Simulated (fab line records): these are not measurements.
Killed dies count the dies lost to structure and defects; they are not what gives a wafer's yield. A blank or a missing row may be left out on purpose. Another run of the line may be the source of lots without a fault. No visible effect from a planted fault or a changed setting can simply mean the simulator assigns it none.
Comparing a struck lot with a sound one | flow n5 finfet | 15 steps out of a route of 1938
Sound: these wafers, L928.1, L928.5, L928.6. Struck: wafer L939.5 (left out: L939.1, L939.4 of the same lot, which were not struck); the cause appears at the end.
For every step that has rows: the tool of each side, followed by ch and its chambers, followed by its first start. Under that, the readings that differ: sound wafers | struck wafers | difference of the means | sigmas: that difference in standard deviations of wafers without a fault.
alike: words and numbers the same on both sides, and readings whose means are apart by under 2 such deviations; not compared: readings that were withheld, readings missing a value for some wafer, numbers with overlapping values and no deviation given by the record, and bounds like >300 which may hide the same value.
Wherever a step has rows on one side only, a row that says differs or no value, or a row with sigmas, the two part there. Numbers that don't overlap but have no deviation are shown without sigmas and don't part them. A reading missing from all wafers of one side parts the sides only when that side holds two or more wafers.

first, 4 steps without rows for these wafers: N5_BEOL_M10_SOFTBAKE_06 (time 60 s); N5_BEOL_M10_EXPOSE_08 (exposes mask M10); N5_BEOL_M10_PEB_09 (peb time 60 s); N5_BEOL_M10_DEVELOP_10 (develop time 30 s).
N5_BEOL_M10_CD_MEAS_11: the cd target is 64.1 nm.
  sound on cd sem-01 ch 0, day 9 12:31; struck on cd sem-01 ch 0, day 12 07:02
  alike: cd nm
N5_BEOL_M10_OVL_MEAS_12:
  sound on overlay-01 ch 0, day 9 12:32; struck on overlay-02 ch 0, day 12 07:04
  alike: M10_OVL
N5_BEOL_M10_INSPECT_13: inspects for defects (brightfield).
  sound: defect inspect-02 at day 9 12:34; struck: defect inspect-02 at day 12 07:05
  alike: raw defect count
N5_BEOL_M10_DESCUM_16: chemistry O2, time 7.9 s.
  sound on rie diel-02 ch 1,2,3, day 9 12:39; struck on rie diel-02 ch 3, day 12 07:08
  alike: drypump motor current A, oes product au, rf vpp V, showerhead plenum p Torr, temp c, throttle valve pct
  not compared: rf hours counter h
N5_BEOL_M10_ETCH_61: etches SiARC in CF4, target depth 39 nm, time 65 s.
  sound on rie diel-02 ch 1,2,3, day 9 12:41; struck on rie diel-02 ch 3, day 12 07:10
  alike: drypump motor current A, etch rf on time s, oes product au, rf vpp V, showerhead plenum p Torr, throttle valve pct
  not compared: rf hours counter h
N5_BEOL_M10_ETCH_62: etches SOC in N2/H2, target depth 110 nm, overetch 22 nm, time 165 s.
  sound on rie diel-02 ch 1,2,3, day 9 12:44; struck on rie diel-02 ch 3, day 12 07:13
  alike: drypump motor current A, oes product au, rf vpp V, showerhead plenum p Torr, temp c, throttle valve pct
  not compared: rf hours counter h
then, 1 step without rows for these wafers: N5_BEOL_M10_STRIP_68 (strips in N2/H2).
N5_BEOL_M10_STRIP_67: strips in CF4.
  sound on rie diel-02 ch 1,2,3, day 9 12:53; struck on rie diel-02 ch 3, day 12 07:22
  alike: drypump motor current A, oes product au, rf vpp V, showerhead plenum p Torr, throttle valve pct
  not compared: rf hours counter h
N5_BEOL_M10_HM_OPEN_17: chemistry Cl2/BCl3, target TiN, target depth 20 nm, overetch 6 nm.
  sound on rie metal-01 ch 0,1, day 9 12:55; struck on rie metal-01 ch 1, day 12 07:24
  reading                                   | sound          | struck | difference | sigmas
  model.SOC_of_BEOL_M10_COAT_59.thk nm (nm) | 92.8 92.2 92.4 | 87.6   | -4.9       |
  alike: drypump motor current A, oes product au, throttle valve pct
  not compared: rf hours counter h
N5_BEOL_M10_STRIP_19: strips in O2.
  sound on rie diel-02 ch 1,2,3, day 9 13:02; struck on rie diel-06 ch 1, day 12 07:32
  reading               | sound          | struck | difference | sigmas
  oes product au (a.u.) | 0.70 0.70 0.83 | 0.96   | +0.22      | +2
  alike: drypump motor current A, rf vpp V, showerhead plenum p Torr, temp c, throttle valve pct
  not compared: rf hours counter h
then, 1 step without rows for these wafers: N5_PASSIVATION_PROBE_49.

== WHERE THEY PART ==
N5_BEOL_M10_STRIP_19 only, going by this record.

WHY: what the simulator had put in
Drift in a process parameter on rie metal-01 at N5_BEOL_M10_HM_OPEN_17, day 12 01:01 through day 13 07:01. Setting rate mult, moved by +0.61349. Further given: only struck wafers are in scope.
